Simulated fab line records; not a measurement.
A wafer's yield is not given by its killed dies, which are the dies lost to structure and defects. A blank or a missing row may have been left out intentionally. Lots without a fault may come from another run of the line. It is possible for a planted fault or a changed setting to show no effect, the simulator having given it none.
fab line records	flow nand-harc
record: lots: 14	wafers: 42	last-day: 30
route steps=1302 shown A_SLIT@934 A_WL_FILL@956
lots with no fault: from the same line, run without faults
start-h: start of the lot's first displayed wafer, in hours after the record's first day	wait-h: hours elapsed since this lot's preceding step	" unchanged from the row above	L1.1+2: a row that stands for several wafers	- no value, or no start given	* or withheld: withheld	< > ~ a bound
route shown NAME@n: NAME is a module with steps in the file, n the number in the route of the first one	usual: mean/standard deviation taken from wafers without a fault	same: alike in all rows	chamber/n: place in a boat	sites: per-site readings	_std_site: the values' standard deviation	_edge_site: outer sites' mean less inner sites'	radius-mm: how far each site lies from the wafer's centre	mask NAME#n: copy n	behind: tool/chamber where the wafer was last shaped	hold: what put the lot on hold/how long, in hours/how the hold closed	device: whichever transistor did not switch (one of n, p or np)	end of line: the route-end tests of the same wafers	step lacking rows: just its recipe	killed: not the wafer's yield, but the dies lost to structure and defects at the first sort	map: the dies of a wafer, with x for killed, . for not killed, _ for no die there
set.NAME: the setting as run; set.NAME@STEP: as run at that earlier step	model.NAME: the simulator's own value behind a step, which no gauge read
steps of the route over a sample of lots; a table a step, a row a wafer
services: from which hour (start-h, from the record's first day; less than 0 if before it) a tool's chamber was out of use, for how many hours, and why
== steps ==
step: NHARC_A_SLIT_OVL_MEAS_10
usual: overlay-x-nm: 0.3/0.75	overlay-y-nm: -0.1/0.88
lot.wafer	tool	chamber	start-h	wait-h	overlay-x-nm	overlay-y-nm
L466.2	overlay-01	-	458.00	-	0.9	-0.5
L466.3	"	-	"	"	0.6	0.2
L466.6	"	-	"	"	0.8	-0.2
L468.1	overlay-01	-	468.64	-	0.3	-0.7
L468.5	"	-	"	"	0.0	-0.5
L468.6	"	-	"	"	-0.1	-1.3
L467.1	overlay-02	-	469.92	-	-0.5	0.4
L467.4	"	-	"	"	-1.0	0.5
L467.6	"	-	"	"	-0.5	-0.1
L469.1	overlay-01	-	482.24	-	0.3	0.1
L469.5	"	-	"	"	0.5	-0.1
L469.6	"	-	"	"	0.8	0.1
L471.2	overlay-02	-	482.39	-	1.5	0.3
L471.3	"	-	"	"	1.3	0.3
L471.6	"	-	"	"	1.5	0.8
L470.2	overlay-01	-	488.38	-	1.0	0.9
L470.5	"	-	"	"	0.8	1.1
L470.6	"	-	"	"	1.1	1.0
L472.1	overlay-01	-	506.17	-	0.0	0.5
L472.2	"	-	"	"	0.5	0.4
L472.6	"	-	"	"	-0.1	0.8
L475.1	overlay-01	-	537.45	-	0.3	1.0
L475.4	"	-	"	"	0.3	1.2
L475.6	"	-	"	"	0.3	0.7
L473.1	overlay-02	-	537.65	-	-1.2	0.0
L473.3	"	-	"	"	-0.8	0.5
L473.5	"	-	"	"	-0.5	0.9
L476.1	overlay-02	-	556.45	-	0.4	-0.1
L476.2	"	-	"	"	0.4	0.0
L476.6	"	-	"	"	0.6	0.5
L478.1	overlay-01	-	578.58	-	-0.6	-0.9
L478.2	"	-	"	"	-0.6	0.0
L478.5	"	-	"	"	-1.0	-0.3
L479.3	overlay-01	-	579.84	-	-0.9	-1.4
L479.5	"	-	"	"	-1.0	-1.5
L479.6	"	-	"	"	-1.1	-1.0
L488.2	overlay-02	-	681.54	-	0.5	-0.3
L488.3	"	-	"	"	1.0	-0.4
L488.6	"	-	"	"	0.6	0.1
L489.3	overlay-02	-	692.01	-	0.4	-1.7
L489.5	"	-	"	"	0.3	-2.4
L489.6	"	-	"	"	0.5	-2.3
step: NHARC_A_SLIT_ETCH_15
recipe: target-depth-a: 62000	over-etch-frac: 0.3	time-s: 1612	ion-energy-ev: 150	o2-flow-sccm: 400	cos-flow-sccm: 20	ar-flow-sccm: 0	rf-w: 500	bias-w: 300	chemistry: O2/COS
usual: cos-flow-sccm: 20.00/0.061	drypump-motor-current-A: 6.1/0.56	mfc-ar-sccm: 0.007/0.0098	oes-product-au: 0.997/0.011	rf-vpp-V: 314.4/1.8	showerhead-plenum-p-Torr: 3.13/0.11	throttle-valve-pct: 28.330/0.0097
lot.wafer	tool	chamber	start-h	wait-h	cos-flow-sccm	drypump-motor-current-A	mfc-ar-sccm	oes-product-au	rf-hours-counter-h	rf-vpp-V	showerhead-plenum-p-Torr	throttle-valve-pct
L466.2	rie-diel-08	1	-	-	20.06	5.4	0.010	0.988	5.0	314.0	3.11	28.335
L466.3	"	3	"	"	19.92	6.6	0.015	1.026	5.6	312.9	3.04	28.319
L466.6	"	1	"	"	20.09	5.4	0.010	0.989	-	313.7	3.11	28.330
L468.1	rie-diel-04	3	-	-	19.99	5.4	0	0.993	6.8	314.3	3.10	28.324
L468.5	"	0	"	"	19.96	6.5	0	0.993	-	315.4	3.25	28.345
L468.6	"	1	"	"	20.01	6.7	0.032	1.004	-	314.0	3.09	28.321
L467.1	rie-diel-08	1	-	-	20.03	5.4	0.010	0.994	6.7	314.0	3.11	28.328
L467.4	"	0	"	"	19.95	6.3	0	0.985	5.1	313.0	3.05	28.325
L467.6	"	2	"	"	20.07	5.8	0	0.995	-	317.7	3.31	28.327
L469.1	rie-diel-08	0	-	-	19.88	6.3	0	0.989	5.8	312.6	3.05	28.346
L469.5	"	0	"	"	20.01	6.3	0	0.987	-	314.3	3.05	28.326
L469.6	"	1	"	"	20.03	5.4	0.010	0.995	-	312.5	3.11	28.323
L471.3	rie-diel-08	2	-	-	20.03	5.8	0	0.999	8.7	317.0	3.31	28.327
L471.2	"	0	"	"	19.90	6.3	0	0.998	6.7	313.6	3.05	28.327
L471.6	"	3	"	"	20.00	6.6	0.015	1.015	-	312.4	3.04	28.327
L470.2	rie-diel-01	3	-	-	20.02	5.6	0.020	0.987	3.7	316.2	3.22	28.337
L470.6	"	1	"	"	20.03	5.4	0	0.992	-	318.1	3.32	28.330
L470.5	"	2	"	"	20.03	6.8	0	0.995	-	314.1	3.11	28.332
L472.2	rie-diel-01	3	-	-	20.09	5.6	0.020	1.002	4.5	316.3	3.22	28.318
L472.1	"	2	"	"	19.96	6.8	0	0.992	5.3	312.9	3.11	28.332
L472.6	"	0	"	"	20.01	5.9	0.011	1.004	-	311.1	2.96	28.320
L475.1	rie-diel-08	3	-	-	20.04	6.6	0.015	1.010	10.4	313.2	3.04	28.343
L475.4	"	1	"	"	20.04	5.4	0.010	0.994	11.4	313.3	3.11	28.328
L475.6	"	0	"	"	20.04	6.3	0	0.987	-	312.8	3.05	28.326
L473.1	rie-diel-01	2	-	-	20.04	6.8	0	0.984	6.8	315.3	3.11	28.337
L473.3	"	3	"	"	19.98	5.6	0.020	1.005	5.7	315.9	3.22	28.320
L473.5	"	2	"	"	20.05	6.8	0	0.990	-	313.6	3.11	28.301
L476.2	rie-diel-04	2	-	-	19.98	6.8	0	1.010	1.1	312.2	3.03	28.335
L476.1	"	0	"	"	20.03	6.5	0	0.996	1.4	315.2	3.25	28.314
L476.6	"	2	"	"	19.94	6.8	0	1.001	-	313.3	3.03	28.336
L478.1	rie-diel-01	1	-	-	19.93	5.4	0	0.978	0.4	317.3	3.32	28.323
L478.2	"	3	"	"	20.07	5.6	0.020	1.009	0.5	314.6	3.22	28.315
L478.5	"	2	"	"	20.07	6.8	0	0.988	-	315.0	3.11	28.340
L479.3	rie-diel-04	0	-	-	20.03	6.5	0	0.998	4.2	315.7	3.25	28.332
L479.6	"	2	"	"	20.06	6.8	0	0.994	-	312.0	3.03	28.349
L479.5	"	3	"	"	20.05	5.4	0	1.001	-	312.9	3.09	28.321
L488.2	rie-diel-04	3	-	-	19.98	5.4	0	0.994	10.3	313.2	3.09	28.339
L488.3	"	0	"	"	20.09	6.5	0	0.988	9.4	316.1	3.25	28.338
L488.6	"	3	"	"	19.98	5.4	0	0.988	-	314.5	3.09	28.330
L489.3	rie-diel-08	1	-	-	20.04	5.4	0.010	0.999	7.3	314.0	3.10	28.328
L489.5	"	0	"	"	19.94	6.3	0	1.007	-	314.0	3.04	28.330
L489.6	"	1	"	"	19.99	5.4	0.010	1.000	-	316.1	3.10	28.331
step: NHARC_A_WL_FILL_CVD_03
recipe: target-thk-a: 400	temp-c: 300	pressure-torr: 40	wf6-flow-sccm: 40	h2-flow-sccm: 1600	ar-flow-sccm: 1560	time-s: 279	material: W
usual: chamber-pressure-Torr: 40.00/0.095	heater-power-outer-w: 269/20	heater-power-w: 482/27	mfc-ar-sccm: 1560/4.5	throttle-valve-pct: 8.0/0.34
lot.wafer	tool	chamber	start-h	wait-h	chamber-pressure-Torr	heater-power-outer-w	heater-power-w	mfc-ar-sccm	throttle-valve-pct
L466.2	cvd-w-02	0	472.20	0.1	39.96	248	466	1555	8.1
L466.3	"	0	"	"	40.05	251	464	1556	8.0
L466.6	"	1	"	"	40.02	290	480	1556	8.2
L467.1	cvd-w-01	0	484.19	0.1	40.05	244	433	1560	8.6
L467.4	"	1	"	"	40.06	270	511	1562	7.6
L467.6	"	1	"	"	40.04	277	502	1562	7.5
L468.1	cvd-w-02	1	484.41	0.1	40.04	288	508	1568	7.8
L468.6	"	0	"	"	39.98	254	455	1560	8.0
L468.5	"	1	"	"	39.89	302	491	1559	7.7
L469.1	cvd-w-01	1	496.31	0.1	40.16	278	501	1558	7.4
L469.5	"	0	"	"	39.97	237	429	1565	8.8
L469.6	"	1	"	"	39.95	264	513	1564	7.5
L471.2	cvd-w-02	0	500.18	0.1	39.99	248	452	1558	8.0
L471.3	"	1	"	"	40.05	295	501	1562	7.9
L471.6	"	0	"	"	40.00	240	449	1549	8.1
L470.2	cvd-w-02	0	504.01	0.1	39.90	252	461	1565	8.0
L470.5	"	0	"	"	40.07	252	458	1562	8.1
L470.6	"	1	"	"	40.02	291	487	1560	7.6
L472.1	cvd-w-01	1	520.26	0.1	39.92	270	503	1566	7.5
L472.2	"	0	"	"	39.94	239	427	1555	8.6
L472.6	"	1	"	"	40.07	274	510	1564	7.7
L475.1	cvd-w-02	1	552.25	0.2	40.06	301	483	1559	8.1
L475.4	"	0	"	"	39.90	249	469	1571	8.0
L475.6	"	0	"	"	39.87	250	449	1567	7.9
L473.1	cvd-w-02	1	557.91	0.1	40.04	289	498	1564	8.0
L473.3	"	1	"	"	39.98	293	492	1565	7.8
L473.5	"	1	"	"	39.97	297	499	1560	7.9
L476.2	cvd-w-02	1	571.00	0.1	39.99	294	489	1562	8.0
L476.1	"	0	"	"	40.13	248	460	1558	7.8
L476.6	"	1	"	"	40.05	289	497	1559	7.7
L478.2	cvd-w-01	0	592.54	0.1	39.80	249	457	1558	8.4
L478.1	"	1	"	"	40.03	280	521	1555	7.8
L478.5	"	1	"	"	39.90	287	522	1560	7.8
L479.3	cvd-w-01	0	597.88	0.2	40.14	245	458	1566	8.3
L479.6	"	1	"	"	39.97	285	523	1568	7.9
L479.5	"	0	"	"	39.97	248	445	1561	8.8
L488.2	cvd-w-02	1	695.88	0.1	-	-	-	-	-
L488.3	"	0	"	"	-	-	-	-	-
L488.6	"	1	"	"	-	-	-	-	-
L489.3	cvd-w-01	0	709.19	0.2	-	-	-	-	-
L489.5	"	1	"	"	-	-	-	-	-
L489.6	"	0	"	"	-	-	-	-	-
step: NHARC_A_WL_FILL_ALD_10
recipe: target-thk-a: 500	pulse-time-s: 10	ald-cycles: 500	temp-c: 300	material: SiO2
usual: heater-power-outer-w: 267/29	heater-power-w: 470/47	precursor-pulse-height-rel: 1.001/0.023
lot.wafer	tool	chamber	start-h	wait-h	heater-power-outer-w	heater-power-w	precursor-pulse-height-rel
L466.3	ald-hk-02	2	478.37	0.0	208	395	0.974
L466.2	"	3	"	"	247	449	0.981
L466.6	"	3	480.94	2.6	246	467	0.981
L467.1	ald-hk-04	1	490.73	0.6	243	404	1.020
L467.4	"	3	491.76	1.6	272	473	1.010
L467.6	"	0	"	"	251	466	0.969
L468.1	ald-hk-02	2	491.81	1.6	214	381	1.044
L468.6	"	3	"	"	253	466	0.983
L468.5	"	0	"	"	302	523	1.010
L469.1	ald-hk-04	3	502.92	0.6	270	474	0.998
L469.5	"	2	504.45	2.1	311	547	1.028
L469.6	"	3	"	"	271	478	1.014
L471.3	ald-hk-02	0	509.67	0.0	312	532	0.963
L471.2	"	3	511.22	1.6	256	463	1.034
L471.6	"	1	512.25	2.6	267	498	1.006
L470.2	ald-hk-04	2	509.68	0.1	312	549	0.989
L470.6	"	2	511.73	2.1	309	552	0.976
L470.5	"	3	"	"	259	481	1.009
L472.2	ald-hk-02	1	527.29	1.1	276	478	0.986
L472.1	"	2	"	"	208	388	1.003
L472.6	"	3	"	"	252	457	1.011
L475.1	ald-hk-04	0	559.10	0.1	254	465	1.001
L475.4	"	3	560.66	1.6	271	491	1.007
L475.6	"	0	"	"	254	454	0.995
L473.1	ald-hk-04	2	567.25	0.6	311	536	1.008
L473.3	"	3	"	"	268	485	1.003
L473.5	"	2	569.33	2.7	301	544	1.005
L476.2	ald-hk-02	3	580.31	0.1	248	444	1.018
L476.1	"	1	581.35	1.1	289	496	1.016
L476.6	"	0	582.91	2.6	311	537	0.978
L478.2	ald-hk-03	1	599.31	0.6	271	497	1.021
L478.1	"	2	"	"	247	475	0.990
L478.5	"	1	601.37	2.6	275	504	0.977
L479.3	ald-hk-04	1	604.41	1.1	242	406	0.931
L479.6	"	3	605.44	2.1	273	490	1.032
L479.5	"	0	"	"	257	453	1.003
L488.3	ald-hk-03	3	701.59	0.1	254	430	1.009
L488.2	"	2	703.13	1.6	251	483	1.001
L488.6	"	3	"	"	255	450	1.041
L489.3	ald-hk-03	0	717.40	2.0	300	505	0.963
L489.5	"	1	"	"	276	508	0.995
L489.6	"	2	"	"	257	469	0.969
== services ==
tool	chamber	start-h	hours	kind
ald-hk-04	-	440.21	10.0	pm
cvd-w-02	-	450.12	13.0	pm
cvd-w-01	0	485.37	1.5	repair
rie-diel-01	-	516.90	0.6	repair
rie-diel-01	3	520.09	11.7	repair
rie-diel-04	-	531.90	9.0	pm
rie-diel-08	-	544.94	9.0	pm
cvd-w-01	-	547.00	13.0	pm
rie-diel-04	1	555.22	12.4	repair
rie-diel-01	-	557.80	9.0	pm
cvd-w-01	-	581.14	2.6	repair
rie-diel-04	0	585.45	4.5	repair
rie-diel-08	2	591.11	4.6	repair
ald-hk-04	-	620.34	10.0	pm
cvd-w-01	-	623.07	0.4	repair
cvd-w-02	-	625.21	0.8	repair
cvd-w-02	-	631.52	13.0	pm
rie-diel-04	3	662.12	3.4	repair
rie-diel-08	3	672.20	3.0	repair
rie-diel-04	2	681.28	22.1	repair
ald-hk-04	-	689.84	3.0	repair
rie-diel-04	3	691.50	11.0	repair
rie-diel-04	0	697.94	5.2	repair
ald-hk-02	-	710.96	10.0	pm
== key ==
first-sign: step: NHARC_A_WL_FILL_CVD_03	reading: tool-record	direction: missing
effect none on later readings
met-at NHARC_A_WL_FILL_CVD_03
struck-lots L488,L489
later-rows-left-out L488.2,L488.3,L488.6,L489.3,L489.5,L489.6
sort-left-out L488.2,L488.3,L488.6,L489.3,L489.5,L489.6
tester-left-out L488,L489
not-acting-at NHARC_A_SLIT_OVL_MEAS_10,NHARC_A_SLIT_ETCH_15,NHARC_A_WL_FILL_ALD_10
onset-between 597.88 695.88
fault: kind: skipped-step-whole	tool: cvd-w-01,cvd-w-02	chamber: -	onset-h: 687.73	steps: NHARC_A_WL_FILL_CVD_03	scope: struck-lots-only
tester-left-out: of these lots the tester's yield and bins aren't shown, on N5 and GAA mostly nor the transistor test; their killed dies are dies lost to structure and defects alone, not to doping, threshold or leakage, so they don't give the yield
sort-left-out: the simulated sort isn't trusted on such a fault, so these wafers' sort isn't shown, and their yield isn't known
later-rows-left-out: the simulator's readings of these wafers behind a module that went badly wrong aren't trusted and aren't shown, but for the sort
